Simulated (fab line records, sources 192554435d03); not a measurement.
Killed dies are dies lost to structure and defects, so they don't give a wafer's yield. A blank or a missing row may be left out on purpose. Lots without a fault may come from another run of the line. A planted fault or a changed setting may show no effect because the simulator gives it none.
fab line records | flow n5_finfet
record lots=4 wafers=12 last_day=20
route steps=1938 shown BEOL_M4@1099 BEOL_M5@1112 BEOL_M11@1572 PASSIVATION@1936
lots that met no fault: from a run of the same line without faults
start_h: hours from the record's first day to the start of the lot's first wafer shown | wait_h: hours since the lot's step before | " the same as in the row above | L1.1+2: a row that stands for several wafers | - no value, or no start given | * or withheld: withheld | < > ~ a bound
route shown NAME@n: a module of which the file shows steps, and the number in the route of the first | usual: mean/standard deviation of fault-free wafers | same: alike in all rows | chamber/n: place in a boat | sites: the reading at each site | _std_site: their standard deviation | _edge_site: outer sites' mean less inner sites' | radius_mm: how far each site lies from the wafer's centre | mask NAME#n: copy n | behind: the tool/chamber that last shaped the wafer | hold: why the lot was held/for how many hours/how that ended | device: the transistor (n, p or np) that didn't switch | end of line: the same wafers' tests at the end of the route | a step without rows: its recipe alone | killed: dies lost to structure and defects at the first sort, not the wafer's yield | map: a wafer's dies, x killed, . not, _ none there
set.NAME: the setting as run; set.NAME@STEP: as run at that earlier step | model.NAME: the simulator's own value behind a step, which no gauge read
lots at some steps of the route; a table a step, a row a wafer
services: from which hour (start_h, from the record's first day; less than 0 if before it) a tool's chamber was out of use, for how many hours, and why
## steps
# step N5_BEOL_M4_ANNEAL_95
# recipe temp_c=400 time_s=240 ambient=vacuum
# step N5_BEOL_M4_SPUTTER_96
# recipe material=Cu target_thk_a=45 temp_c=-20 chamber_pressure_pa=0.07 power_w=withheld time_s=8.29
# step N5_BEOL_M4_ECD_50
# recipe material=Cu target_thk_a=3000
# step N5_BEOL_M4_ANNEAL_51
# recipe temp_c=225 time_s=90 ambient=N2
# step N5_BEOL_M4_CMP_52
# recipe stop_on=SiOC t_overpolish_s=6.8 down_force_psi=1 platen_rpm=50 clearing_platen_down_force_psi=1.5 clearing_platen_rpm=50 post_cmp_clean=cu_alkaline target_thk_nm=40 clearing_platen_pad_velocity_m_s=0.99484 pad_velocity_m_s=0.99484
# step N5_BEOL_M4_PRE_CLEAN_60
# recipe gas=NH3/H2 time_s=15 temp_c=* rf_power_w=300
# step N5_BEOL_M4_CO_CAP_55
# recipe material=Co target_thk_a=20 temp_c=200 precursor=CCTBA/H2 pressure_torr=30 time_s=102.1
# step N5_BEOL_M4_PRE_CLEAN_56
# recipe gas=NH3 time_s=15 temp_c=withheld rf_power_w=300
# step N5_BEOL_M4_DEP_57
# recipe material=SiCN target_thk_a=80 temp_c=withheld precursor=3MS/NH3 pressure_torr=3 rf_w=202 time_s=14
# step N5_BEOL_M4_RC_MEAS_101
# usual DIBL_N=36.5/2.1 DIBL_P=36.6/2.6 IOFF_N=0.17/0.044 IOFF_P=0.21/0.048 ION_N=674/17 ION_P=462/9.5 SS_N=71.6/0.77 SS_P=73.5/0.72 VT_N=250/4.2 VT_P=-250/3.9
# columns lot.wafer tool chamber start_h wait_h DIBL_N[mV/V] DIBL_P[mV/V] IOFF_N[nA/um] IOFF_P[nA/um] ION_N[uA/um] ION_P[uA/um] SS_N[mV/dec] SS_P[mV/dec] VT_N[mV] VT_P[mV]
L761.1 prober-02 0 299.86 0.0 37.1 37.3 0.15 0.19 649 446 71.8 73.7 250 -255
L761.3 " 0 " " 36.4 39.2 0.17 0.23 682 463 71.4 74.4 249 -252
L761.5 " 0 " " 34.2 35.2 0.13 0.18 664 459 71.0 73.3 253 -251
L767.2 prober-01 0 323.80 0.2 37.9 38.0 0.16 0.21 662 452 72.5 73.2 251 -252
L767.4 " 0 " " 40.2 41.2 0.25 0.27 702 471 72.6 74.1 242 -245
L767.6 " 0 " " 37.2 37.0 0.16 0.20 666 450 72.0 73.9 250 -253
L769.1 prober-01 0 331.27 0.0 39.5 41.0 0.27 0.30 694 472 72.7 73.4 245 -245
L769.2 " 0 " " 37.8 38.4 0.19 0.24 681 465 72.5 73.4 248 -249
L769.3 " 0 " " 37.0 38.4 0.19 0.23 702 479 71.4 72.9 246 -248
L772.2 prober-01 0 349.58 0.2 35.7 35.2 0.14 0.15 662 452 71.3 72.9 256 -257
L772.3 " 0 " " 35.8 36.3 0.14 0.18 667 459 70.6 72.9 254 -253
L772.5 " 0 " " 33.6 35.2 0.10 0.16 652 458 70.4 73.0 256 -254
# step N5_BEOL_M5_ILD_DEP_00
# recipe material=SiCOH_lowk target_thk_a=1406.4 temp_c=300 precursor=DEMS/porogen pressure_torr=5 rf_w=500 time_s=25.9
# step N5_BEOL_M5_CURE_79
# recipe temp_c=385 time_s=240 ambient=He/Ar material=SiCOH_lowk
# step N5_BEOL_M5_PECVD_70
# recipe material=SiO2 target_thk_a=160 temp_c=400 precursor=TEOS/O2 pressure_torr=5.5 rf_w=450 teos_flow_sccm=53.8 gas=O2 flow_sccm=3000 time_s=18
# step N5_BEOL_M5_HM_DEP_02
# recipe material=TiN target_thk_a=200 temp_c=25 chamber_pressure_pa=0.49996
# step N5_BEOL_M5_COAT_59
# recipe resist=SOC temp_c=250 time_s=60 spin_rpm=1500 resist_thk_nm=60
# step N5_BEOL_M5_COAT_60
# recipe resist=SiARC temp_c=220 time_s=60 spin_rpm=1500 resist_thk_nm=12
# step N5_BEOL_M5_COAT_71
# recipe resist=underlayer temp_c=205 time_s=60 spin_rpm=1500 resist_thk_nm=5
# step N5_BEOL_M5_COAT_05
# recipe resist=CAR-EUV spin_rpm=1500 resist_thk_nm=30
# step N5_BEOL_M5_EBR_07
# recipe solvent=PGMEA ebr_width_mm=1.5
# step N5_BEOL_M5_SOFTBAKE_06
# recipe temp_c=110 time_s=60 resist=CAR-EUV
# step N5_BEOL_M5_EXPOSE_08
# recipe mask_id=M5 na=0.33 source_shape=annular sigma_inner=0.4 sigma_outer=0.8 polarization=unpolarized target_cd_nm=28 dose_mj=35.75
# step N5_BEOL_M5_PEB_09
# recipe peb_temp_c=100 peb_time_s=60 resist=CAR-EUV
# step N5_BEOL_M5_DEVELOP_10
# recipe develop_time_s=30 developer=TMAH resist=CAR-EUV rinse_liquid=surfactant_rinse dry=air_spin dev_temp_c=23
# step N5_BEOL_M5_DESCUM_16
# recipe chemistry=O2 time_s=7 source_power_w=50 bias_power_w=20 pressure_mtorr=20 rf_frequency_hz=2.712e+07 temp_c=40 resist=CAR-EUV o2_flow_sccm=225
# step N5_BEOL_M5_ETCH_72
# recipe chemistry=N2/H2 target=underlayer target_depth_a=65 mask_material=CAR-EUV time_s=5.2 ion_energy_ev=200 pressure_mtorr=30 source_w=840 bias_w=150 n2_flow_sccm=200 h2_flow_sccm=200 ends=cleared
# step N5_BEOL_M5_ETCH_61
# recipe chemistry=CF4 target=SiARC target_depth_a=156 mask_material=CAR-EUV time_s=26 ion_energy_ev=80 pressure_mtorr=40 source_w=545 bias_w=36 Ar_flow_sccm=100 cf4_flow_sccm=100 ends=cleared
# step N5_BEOL_M5_ETCH_62
# recipe chemistry=N2/H2 target=SOC target_depth_a=750 overetch_a=150 mask_material=SiARC temp_c=40 time_s=112.5 ion_energy_ev=200 pressure_mtorr=30 source_w=840 bias_w=150 n2_flow_sccm=200 h2_flow_sccm=200
# step N5_BEOL_M5_STRIP_63
# recipe chemistry=N2/H2 temp_c=40 n2_flow_sccm=200 h2_flow_sccm=200 rf_frequency_hz=6e+07
# step N5_BEOL_M5_STRIP_73
# recipe chemistry=N2/H2 temp_c=40 n2_flow_sccm=200 h2_flow_sccm=200 rf_frequency_hz=6e+07
# step N5_BEOL_M5_STRIP_64
# recipe chemistry=CF4 resist=SiARC power_w=300 bias_power_w=75 pressure_mtorr=50 cf4_flow_sccm=150 rf_frequency_hz=6e+07
# step N5_BEOL_M5_HM_OPEN_17
# recipe chemistry=Cl2/BCl3 target_depth_a=200 overetch_a=60 target=TiN mask_material=SOC ion_energy_ev=150 pressure_mtorr=10 icp_w=1000 bias_w=126 Cl2_flow_sccm=53.25 bcl3_flow_sccm=21.75 Ar_flow_sccm=25
# step N5_BEOL_M5_STRIP_19
# recipe chemistry=O2 power_w=400 temp_c=40 pressure_mtorr=30 rf_frequency_hz=6e+07 bias_power_w=0 overash_fraction=0.2 o2_flow_sccm=225
# step N5_BEOL_M5_COAT_65
# recipe resist=SOC temp_c=250 time_s=60 spin_rpm=1500 resist_thk_nm=60
# step N5_BEOL_M5_COAT_66
# recipe resist=SiARC temp_c=220 time_s=60 spin_rpm=1500 resist_thk_nm=12
# step N5_BEOL_M11_ETCH_65
# recipe chemistry=CF4 target=SiARC target_depth_a=390 mask_material=CAR-ArF time_s=65 ion_energy_ev=80 pressure_mtorr=40 source_w=545 bias_w=36 Ar_flow_sccm=100 cf4_flow_sccm=100 ends=cleared
# usual bias_w=36.00/0.12 cf4_flow_sccm=100.0/0.31 drypump_motor_current_A=5.58/0.28 etch_rf_on_time_s=65.2/2.5 oes_product_au=0.66/0.054 rf_vpp_V=183.8/1.3 showerhead_plenum_p_Torr=2.12/0.079 throttle_valve_pct=15.63/0.21
# columns lot.wafer tool chamber start_h wait_h bias_w cf4_flow_sccm drypump_motor_current_A etch_rf_on_time_s oes_product_au rf_hours_counter_h rf_vpp_V showerhead_plenum_p_Torr throttle_valve_pct model.CAR-ArF_of_BEOL_M11_COAT_22.thk_nm
L761.1 rie_diel-02 0 362.21 0.0 35.76 100.5 5.53 66.1 0.64 155 182.1 2.05 15.52 55.8
L761.3 " 1 " " 36.04 99.6 5.44 61.6 0.69 120 185.4 2.24 15.50 55.6
L761.5 " 2 " " 35.86 99.8 5.52 61.5 0.62 - 184.4 2.12 15.82 56
L767.2 rie_diel-02 3 384.70 0.0 - - - - - - - - - 83.6
L767.4 " 1 " " - - - - - - - - - 83.4
L767.6 " 1 " " - - - - - - - - - 83.4
L769.1 rie_diel-06 1 405.00 0.0 - - - - - - - - - 83.2
L769.2 " 0 " " - - - - - - - - - 83
L769.3 " 2 " " - - - - - - - - - 83.2
L772.2 rie_diel-03 1 419.34 0.0 35.95 99.7 6.47 64.2 0.62 216 182.1 2.13 15.78 55.2
L772.3 " 3 " " 35.82 99.7 4.92 63.9 0.61 233 185.3 2.20 16.02 55.2
L772.5 " 2 " " 36.20 100.0 5.39 64.7 0.76 - 184.5 2.16 15.20 55.4
# step N5_BEOL_M11_ETCH_66
# recipe chemistry=N2/H2 target=SOC target_depth_a=1200 overetch_a=240 mask_material=SiARC temp_c=40 time_s=180 ion_energy_ev=200 pressure_mtorr=30 source_w=840 bias_w=150 n2_flow_sccm=200 h2_flow_sccm=200
# usual bias_w=150.0/0.43 chamber_pressure_mTorr=30.005/0.025 drypump_motor_current_A=5.59/0.28 oes_product_au=0.63/0.049 rf_vpp_V=522.9/2.9 showerhead_plenum_p_Torr=2.51/0.091 throttle_valve_pct=17.81/0.2
# columns lot.wafer tool chamber start_h wait_h bias_w chamber_pressure_mTorr drypump_motor_current_A oes_product_au rf_hours_counter_h rf_vpp_V showerhead_plenum_p_Torr throttle_valve_pct
L761.1 rie_diel-02 0 362.26 0.0 150.3 29.985 5.53 0.62 155 521.8 2.46 17.89
L761.3 " 1 " " 149.5 30.012 5.44 0.63 120 526.8 2.65 17.61
L761.5 " 2 " " 149.7 29.995 5.53 0.57 - 523.9 2.49 17.87
L767.2 rie_diel-02 3 384.75 0.0 150.3 29.963 5.67 0.35 5 527.3 2.70 17.49
L767.4 " 1 " " 150.9 29.982 5.46 0.29 128 525.9 2.65 17.57
L767.6 " 1 " " 150.9 29.999 5.45 0.29 - 527.2 2.65 17.57
L769.1 rie_diel-06 1 405.05 0.0 149.5 30.034 5.37 0.29 136 523.1 2.53 17.69
L769.2 " 0 " " 150.5 30.010 5.51 0.31 91 521.7 2.46 17.55
L769.3 " 2 " " 149.6 29.973 5.85 0.28 160 517.9 2.34 17.94
L772.2 rie_diel-03 1 419.39 0.0 149.9 30.006 6.47 0.59 217 523.4 2.51 17.82
L772.3 " 3 " " 149.8 29.990 4.93 0.57 233 527.3 2.62 18.31
L772.5 " 2 " " 149.2 30.046 5.42 0.71 - 525.2 2.58 17.44
# step N5_PASSIVATION_PROBE_49
# usual defect_limited_yield=91.2/1.5 killed_at_M0_to_M3=36/10 killed_at_M4_up=14/5.2 killed_at_contacts=12/6 killed_at_front_end=37/10 killed_at_other=4/3.3 killed_dies=104/18 killed_on_rim=14/4.1 killed_open=68/14 killed_short=34/7.4 sort_bin_5_function=5.2/1 sort_bin_6_memory=3.3/0.7 sort_n_pass=1076/18 sort_yield_pct=91.2/1.5
# same gross_dies=1180 killed_at_back_side=0 sort_bin_4_leakage[%]=0 sort_bin_8_speed[%]=0
# columns lot.wafer tool chamber start_h wait_h defect_limited_yield[%] killed_at_M0_to_M3 killed_at_M4_up killed_at_contacts killed_at_front_end killed_at_other killed_dies killed_on_rim killed_open killed_short sort_bin_5_function[%] sort_bin_6_memory[%] sort_n_pass sort_yield_pct[%]
L761.1 prober-02 - 419.59 0.0 91.0 40 9 15 41 1 106 11 65 39 5.1 3.6 1074 91.0
L761.5 prober-02 - 419.79 0.2 89.4 46 17 23 33 6 125 10 70 55 6.9 3.1 1055 89.4
L767.2 prober-02 - 439.47 0.1 0 74 1060 7 28 11 1180 152 96 34 95.2 4.6 0 0
L767.4 prober-02 - 439.57 0.2 0 39 1091 8 38 4 1180 152 77 30 96.5 3.1 0 0
L767.6 prober-02 - 439.67 0.3 0 38 1105 8 27 2 1180 152 67 26 96.7 3.1 0 0
L769.1 prober-02 - 460.04 0.0 0 54 1098 8 20 0 1180 152 60 32 96.7 3.1 0 0
L769.2 prober-02 - 460.09 0.1 0 34 1092 10 43 1 1180 152 60 40 96.6 3.1 0 0
L769.3 prober-02 - 460.14 0.1 0 51 1086 13 29 1 1180 152 68 39 96.5 2.9 0 0
# killed by level:class
L761.1 BEOL_M0_SAQP:geometric_particle:short=13 FIN_SAQP:geometric_particle:open=10 MOL_CONTACT_COAG:geometric_particle:open=10 BEOL_M0_SAQP:geometric_particle:open=8 FIN_SAQP:geometric_particle:short=5 MOL_CONTACT_COAG:geometric_particle:short=5 BEOL_M2:geometric_particle:open=5 BEOL_M3:geometric_particle:open=5
L761.5 BEOL_M0_SAQP:geometric_particle:open=16 MOL_CONTACT_COAG:geometric_particle:open=15 BEOL_M0_SAQP:geometric_particle:short=12 MOL_CONTACT_COAG:geometric_particle:short=8 BEOL_M3:geometric_particle:open=7 GATE_CUT:geometric_particle:short=5 BEOL_M5:geometric_particle:short=5 FIN_SAQP:geometric_particle:short=4
L767.2 BEOL_M11:area_etch=1049 BEOL_M1:geometric_particle:open=19 BEOL_M3:geometric_particle:open=11 BEOL_M0_SAQP:geometric_particle:short=10 BEOL_M0_SAQP:geometric_particle:open=10 BEOL_M2:geometric_particle:open=8 STI_FIN_REVEAL:geometric_particle:open=7 MOL_CONTACT_COAG:geometric_particle:open=7
L767.4 BEOL_M11:area_etch=1072 FIN_SAQP:geometric_particle:open=10 BEOL_M2:geometric_particle:open=9 STI_FIN_REVEAL:geometric_particle:open=9 BEOL_M1:geometric_particle:open=9 MOL_CONTACT_COAG:geometric_particle:open=6 BEOL_M0_SAQP:geometric_particle:short=6 BEOL_M3:geometric_particle:open=5
L767.6 BEOL_M11:area_etch=1087 BEOL_M3:geometric_particle:open=11 BEOL_M2:geometric_particle:open=9 BEOL_M1:geometric_particle:open=8 BEOL_M4:geometric_particle:open=8 DUMMY_GATE:geometric_particle:open=7 MOL_CONTACT_COAG:geometric_particle:open=6 FIN_SAQP:geometric_particle:open=5
L769.1 BEOL_M11:area_etch=1088 BEOL_M1:geometric_particle:open=12 BEOL_M3:geometric_particle:open=9 BEOL_M0_SAQP:geometric_particle:short=8 BEOL_M0_SAQP:geometric_particle:open=8 MOL_CONTACT_COAG:geometric_particle:open=7 BEOL_M3:geometric_particle:short=6 FIN_SAQP:geometric_particle:open=5
L769.2 BEOL_M11:area_etch=1080 BEOL_M2:geometric_particle:open=10 GATE_CUT:geometric_particle:short=9 GATE_CUT:geometric_particle:open=9 MOL_CONTACT_COAG:geometric_particle:open=9 FIN_SAQP:geometric_particle:short=8 FIN_SAQP:geometric_particle:open=5 STARTING-WAFER:geometric_particle:short=5
L769.3 BEOL_M11:area_etch=1073 MOL_CONTACT_COAG:geometric_particle:open=12 BEOL_M2:geometric_particle:open=11 BEOL_M0_SAQP:geometric_particle:short=9 BEOL_M1:geometric_particle:open=9 BEOL_M0_SAQP:geometric_particle:open=8 GATE_CUT:geometric_particle:short=7 FIN_SAQP:geometric_particle:short=6
# map L767.2 (x killed, . not)
_________________xxxxxxxxxxxx________________
______________xxxxxxxxxxxxxxxxxx_____________
___________xxxxxxxxxxxxxxxxxxxxxxxx__________
__________xxxxxxxxxxxxxxxxxxxxxxxxxx_________
________xxxxxxxxxxxxxxxxxxxxxxxxxxxxxx_______
_______xxxxxxxxxxxxxxxxxxxxxxxxxxxxxxxx______
______xxxxxxxxxxxxxxxxxxxxxxxxxxxxxxxxxx_____
_____xxxxxxxxxxxxxxxxxxxxxxxxxxxxxxxxxxxx____
____xxxxxxxxxxxxxxxxxxxxxxxxxxxxxxxxxxxxxx___
___xxxxxxxxxxxxxxxxxxxxxxxxxxxxxxxxxxxxxxxx__
___xxxxxxxxxxxxxxxxxxxxxxxxxxxxxxxxxxxxxxxx__
__xxxxxxxxxxxxxxxxxxxxxxxxxxxxxxxxxxxxxxxxxx_
__xxxxxxxxxxxxxxxxxxxxxxxxxxxxxxxxxxxxxxxxxx_
_xxxxxxxxxxxxxxxxxxxxxxxxxxxxxxxxxxxxxxxxxxxx
_xxxxxxxxxxxxxxxxxxxxxxxxxxxxxxxxxxxxxxxxxxxx
_xxxxxxxxxxxxxxxxxxxxxxxxxxxxxxxxxxxxxxxxxxxx
_xxxxxxxxxxxxxxxxxxxxxxxxxxxxxxxxxxxxxxxxxxxx
_xxxxxxxxxxxxxxxxxxxxxxxxxxxxxxxxxxxxxxxxxxxx
_xxxxxxxxxxxxxxxxxxxxxxxxxxxxxxxxxxxxxxxxxxxx
_xxxxxxxxxxxxxxxxxxxxxxxxxxxxxxxxxxxxxxxxxxxx
_xxxxxxxxxxxxxxxxxxxxxxxxxxxxxxxxxxxxxxxxxxxx
__xxxxxxxxxxxxxxxxxxxxxxxxxxxxxxxxxxxxxxxxxx_
__xxxxxxxxxxxxxxxxxxxxxxxxxxxxxxxxxxxxxxxxxx_
___xxxxxxxxxxxxxxxxxxxxxxxxxxxxxxxxxxxxxxxx__
___xxxxxxxxxxxxxxxxxxxxxxxxxxxxxxxxxxxxxxxx__
____xxxxxxxxxxxxxxxxxxxxxxxxxxxxxxxxxxxxxx___
_____xxxxxxxxxxxxxxxxxxxxxxxxxxxxxxxxxxxx____
______xxxxxxxxxxxxxxxxxxxxxxxxxxxxxxxxxx_____
_______xxxxxxxxxxxxxxxxxxxxxxxxxxxxxxxx______
________xxxxxxxxxxxxxxxxxxxxxxxxxxxxxx_______
__________xxxxxxxxxxxxxxxxxxxxxxxxxx_________
___________xxxxxxxxxxxxxxxxxxxxxxxx__________
______________xxxxxxxxxxxxxxxxxx_____________
_________________xxxxxxxxxxxx________________
# map L769.1 (x killed, . not)
_________________xxxxxxxxxxxx________________
______________xxxxxxxxxxxxxxxxxx_____________
___________xxxxxxxxxxxxxxxxxxxxxxxx__________
__________xxxxxxxxxxxxxxxxxxxxxxxxxx_________
________xxxxxxxxxxxxxxxxxxxxxxxxxxxxxx_______
_______xxxxxxxxxxxxxxxxxxxxxxxxxxxxxxxx______
______xxxxxxxxxxxxxxxxxxxxxxxxxxxxxxxxxx_____
_____xxxxxxxxxxxxxxxxxxxxxxxxxxxxxxxxxxxx____
____xxxxxxxxxxxxxxxxxxxxxxxxxxxxxxxxxxxxxx___
___xxxxxxxxxxxxxxxxxxxxxxxxxxxxxxxxxxxxxxxx__
___xxxxxxxxxxxxxxxxxxxxxxxxxxxxxxxxxxxxxxxx__
__xxxxxxxxxxxxxxxxxxxxxxxxxxxxxxxxxxxxxxxxxx_
__xxxxxxxxxxxxxxxxxxxxxxxxxxxxxxxxxxxxxxxxxx_
_xxxxxxxxxxxxxxxxxxxxxxxxxxxxxxxxxxxxxxxxxxxx
_xxxxxxxxxxxxxxxxxxxxxxxxxxxxxxxxxxxxxxxxxxxx
_xxxxxxxxxxxxxxxxxxxxxxxxxxxxxxxxxxxxxxxxxxxx
_xxxxxxxxxxxxxxxxxxxxxxxxxxxxxxxxxxxxxxxxxxxx
_xxxxxxxxxxxxxxxxxxxxxxxxxxxxxxxxxxxxxxxxxxxx
_xxxxxxxxxxxxxxxxxxxxxxxxxxxxxxxxxxxxxxxxxxxx
_xxxxxxxxxxxxxxxxxxxxxxxxxxxxxxxxxxxxxxxxxxxx
_xxxxxxxxxxxxxxxxxxxxxxxxxxxxxxxxxxxxxxxxxxxx
__xxxxxxxxxxxxxxxxxxxxxxxxxxxxxxxxxxxxxxxxxx_
__xxxxxxxxxxxxxxxxxxxxxxxxxxxxxxxxxxxxxxxxxx_
___xxxxxxxxxxxxxxxxxxxxxxxxxxxxxxxxxxxxxxxx__
___xxxxxxxxxxxxxxxxxxxxxxxxxxxxxxxxxxxxxxxx__
____xxxxxxxxxxxxxxxxxxxxxxxxxxxxxxxxxxxxxx___
_____xxxxxxxxxxxxxxxxxxxxxxxxxxxxxxxxxxxx____
______xxxxxxxxxxxxxxxxxxxxxxxxxxxxxxxxxx_____
_______xxxxxxxxxxxxxxxxxxxxxxxxxxxxxxxx______
________xxxxxxxxxxxxxxxxxxxxxxxxxxxxxx_______
__________xxxxxxxxxxxxxxxxxxxxxxxxxx_________
___________xxxxxxxxxxxxxxxxxxxxxxxx__________
______________xxxxxxxxxxxxxxxxxx_____________
_________________xxxxxxxxxxxx________________
## services
# columns tool chamber start_h hours kind
rie_diel-02 3 351.50 - clean
rie_diel-02 3 351.50 - consumable_replace:focus_ring
rie_diel-02 3 351.50 - consumable_replace:showerhead
rie_diel-02 3 351.50 17.3 scheduled_down
rie_diel-02 3 351.50 17.3 vent_cycle
rie_diel-06 3 370.23 - clean
rie_diel-06 3 370.23 - consumable_replace:focus_ring
rie_diel-06 3 370.23 16.8 scheduled_down
rie_diel-06 3 370.23 16.8 vent_cycle
rie_diel-03 - 377.95 28.1 pm
rie_diel-02 - 383.26 0.5 repair
rie_diel-02 2 402.09 - clean
rie_diel-02 2 402.09 - consumable_replace:focus_ring
rie_diel-02 2 402.09 24.7 scheduled_down
rie_diel-02 2 402.09 24.7 vent_cycle
## key
first_sign step=N5_BEOL_M11_ETCH_65 reading=tool_record direction=missing
effect step=N5_BEOL_M11_ETCH_66 reading=oes_product_au direction=down sigmas=6.6 usual=0.63 struck=0.30
effect step=N5_PASSIVATION_PROBE_49 reading=killed_at_M4_up direction=up sigmas=99+ usual=14 struck=1089
model_effect step=N5_BEOL_M11_ETCH_65 value=CAR-ArF_of_BEOL_M11_COAT_22.thk_nm without=55.4 struck=83.3
more_kills_born_at N5_BEOL_M11_ETCH_65@rie_diel-06=3241 N5_BEOL_M11_ETCH_65@rie_diel-02=3208
met_at N5_BEOL_M11_ETCH_65
struck_wafers L767.2,L767.4,L767.6,L769.1,L769.2,L769.3
later_rows_left_out L767.2,L767.4,L767.6,L769.1,L769.2,L769.3
onset_between 362.21 384.70
fault kind=skipped_step_whole tool=rie_diel-02,rie_diel-06 chamber=- onset_h=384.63 steps=N5_BEOL_M11_ETCH_65 scope=struck_lots_only
# later_rows_left_out: the simulator's readings of these wafers behind a module that went badly wrong aren't trusted and aren't shown, but for the sort
